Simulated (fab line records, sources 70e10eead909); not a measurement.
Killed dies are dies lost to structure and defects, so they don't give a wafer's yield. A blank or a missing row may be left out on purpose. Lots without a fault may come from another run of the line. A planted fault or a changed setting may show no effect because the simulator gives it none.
Chamber matching | flow nand_harc | NHARC_A_CHANNEL_FILL_D2_ALD_25 on ald_hk-02: 4 sister chambers
The step deposits SiOx, target thk 60 nm, pulse time 10 s, ald cycles 600. 8 wafers are shown with their chamber, then 10 later ones without.

WAFERS WITH THEIR CHAMBER
wafer  | chamber | heater_power_w (W) | precursor_pulse_height_rel
L079.1 | 0       | 518                | 0.996
L083.3 | 2       | 496                | 0.984
L083.6 | 1       | 418                | 1.002
L084.3 | 0       | 503                | 0.998
L084.1 | 2       | 488                | 1.006
L084.2 | 3       | 443                | 0.999
L088.2 | 1       | 421                | 1.017
L088.3 | 3       | 446                | 1.003

WAFERS WITHOUT THEIR CHAMBER
wafer  | heater_power_w (W) | precursor_pulse_height_rel
L088.5 | 422                | 1.017
L089.1 | 495                | 1.018
L089.2 | 446                | 0.996
L089.3 | 503                | 0.980
L092.1 | 479                | 1.002
L092.3 | 426                | 0.993
L092.4 | 511                | 0.992
L096.4 | 492                | 1.023
L096.1 | 435                | 1.002
L096.3 | 469                | 1.026

WHICH CHAMBER EACH WENT THROUGH
wafer  | from the rows above     | in truth
L088.5 | 1                       | 1
L089.1 | can't be placed: 2 or 0 | 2
L089.2 | 3                       | 3
L089.3 | can't be placed: 0 or 2 | 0
L092.1 | 2                       | 2
L092.3 | can't be placed: 1 or 3 | 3
L092.4 | 0                       | 0
L096.4 | can't be placed: 2 or 0 | 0
L096.1 | can't be placed: 3 or 1 | 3
L096.3 | can't be placed: 3 or 2 | 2
Placed correctly: 4 of 10. Can't be placed from these rows: 6 (the true chamber is among the candidates in 6). Placed wrongly: 0.
How it was worked out, from the rows above alone: a wafer's distance from a chamber is the root of the sum, over the readings, of the square of ((its reading less the chamber's mean) divided by the reading's scatter). The wafer belongs to the nearest chamber; if the next one is less than 2 further off, it can't be placed. A chamber's mean is the mean of its shown wafers. The scatter: the root of (the sum of the squares of (reading less its chamber's mean) over the shown wafers, divided by (wafers less chambers)).
